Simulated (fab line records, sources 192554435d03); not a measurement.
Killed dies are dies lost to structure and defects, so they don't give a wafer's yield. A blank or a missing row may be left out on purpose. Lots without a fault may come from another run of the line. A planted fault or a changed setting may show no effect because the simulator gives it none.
A struck lot beside a sound one | flow n5_finfet | 25 steps out of a route of 1938
Sound: wafers L915.2, L915.3, L915.5. Struck: wafers L909.4, L909.5, L909.6. The cause comes at the end.
At each step with rows: each side's tool, then ch and its chambers, then its first start. Under that, the readings that differ: sound wafers | struck wafers | difference of the means | sigmas: that difference in standard deviations of wafers without a fault.
alike: readings whose means differ by less than 2 such deviations, and words and numbers that are the same on both sides. not compared: withheld readings, readings that some wafer has no value for, bounds like >300 that may hide the same value, and numbers for which the record gives no deviation and whose values overlap.
The two part at a step that has a row with sigmas, a row that says differs or no value, or rows on one side only. Numbers that don't overlap but have no deviation are shown without sigmas and don't part them. A reading that every wafer of one side lacks parts them only if that side has two wafers or more.

first, 11 steps without rows for these wafers: N5_BEOL_M13_VIA_ETCH_16 (etches SiOC in C4F8/O2/Ar, target depth 921.7 nm); N5_BEOL_M13_STRIP_63 (strips in N2/H2); N5_BEOL_M13_STRIP_64 (strips in N2/H2); N5_BEOL_M13_STRIP_71 (strips in post etch residue remover, time 60 s); N5_BEOL_M13_SRD_72 (time 30 s, dry time 30 s); N5_BEOL_M13_COAT_65 (time 60 s, resist thk 350 nm); N5_BEOL_M13_COAT_66 (time 60 s, resist thk 110 nm); N5_BEOL_M13_COAT_22 (resist thk 300 nm); N5_BEOL_M13_EBR_24; N5_BEOL_M13_SOFTBAKE_23 (time 60 s); N5_BEOL_M13_EXPOSE_25 (exposes mask M13, target cd 210 nm).
N5_BEOL_M13_PEB_26: peb time 90 s.
  sound on litho_track-02 ch 0, day 16 18:28; struck on litho_track-01 ch 0, day 14 22:14
  alike: heater_power_total_W
then, 2 steps without rows for these wafers: N5_BEOL_M13_DEVELOP_27 (develop time 45 s); N5_BEOL_M13_HARDBAKE_32 (time 120 s).
N5_BEOL_M13_CD_MEAS_28: target cd 209.5 nm.
  sound on cd_sem-03 ch 0, day 16 18:35; struck on cd_sem-03 ch 0, day 14 22:22
  reading    | sound             | struck            | difference | sigmas
  cd_nm (nm) | 207.7 208.1 209.3 | 214.4 214.0 213.9 | +5.7       | +5
N5_BEOL_M13_DESCUM_33: chemistry O2, time 7.9 s.
  sound on rie_diel-06 ch 1,2,3, day 16 18:41; struck on rie_diel-01 ch 0,1,2, day 14 23:14
  reading                   | sound           | struck          | difference | sigmas
  model.BEOL_M13.cd_nm (nm) | 207.2 208 209.4 | 214.6 214.2 214 | +6.1       |
  alike: drypump_motor_current_A, oes_product_au, rf_vpp_V, showerhead_plenum_p_Torr, throttle_valve_pct
  not compared: rf_hours_counter_h
then, 6 steps without rows for these wafers: N5_BEOL_M13_ETCH_67 (etches SiARC in CF4, target depth 143 nm, time 238.3 s); N5_BEOL_M13_ETCH_68 (etches SOC in N2/H2, time 355 s); N5_BEOL_M13_STRIP_69 (strips in N2/H2); N5_BEOL_M13_TRENCH_ETCH_34 (etches SiOC in C4F8/O2/Ar, target depth 413.47 nm, time 162.6 s); N5_BEOL_M13_STRIP_70 (strips in C4F8/O2/Ar); N5_BEOL_M13_STRIP_37 (strips in N2/H2).
N5_BEOL_M13_ETCH_38: etches SiCN in CF4/N2, target depth 67.5 nm, time 71.9 s.
  sound on rie_diel-01 ch 0,2, day 16 20:38; struck on rie_diel-05 ch 0,1,3, day 15 01:49
  reading                   | sound           | struck          | difference | sigmas
  model.BEOL_M13.cd_nm (nm) | 208.8 211.2 210 | 215.8 214.6 214 | +4.8       |
  alike: drypump_motor_current_A, oes_product_au, rf_vpp_V, showerhead_plenum_p_Torr, throttle_valve_pct
  not compared: rf_hours_counter_h
then, 2 steps without rows for these wafers: N5_BEOL_M13_PRECLEAN_39 (cleans in residue remover, time 60 s); N5_PASSIVATION_PROBE_49.

WHERE THEY PART
Only at N5_BEOL_M13_CD_MEAS_28, within this record. Later steps at which nothing parts them and some readings are alike: N5_BEOL_M13_DESCUM_33, N5_BEOL_M13_ETCH_38.

WHY: what the simulator had put in
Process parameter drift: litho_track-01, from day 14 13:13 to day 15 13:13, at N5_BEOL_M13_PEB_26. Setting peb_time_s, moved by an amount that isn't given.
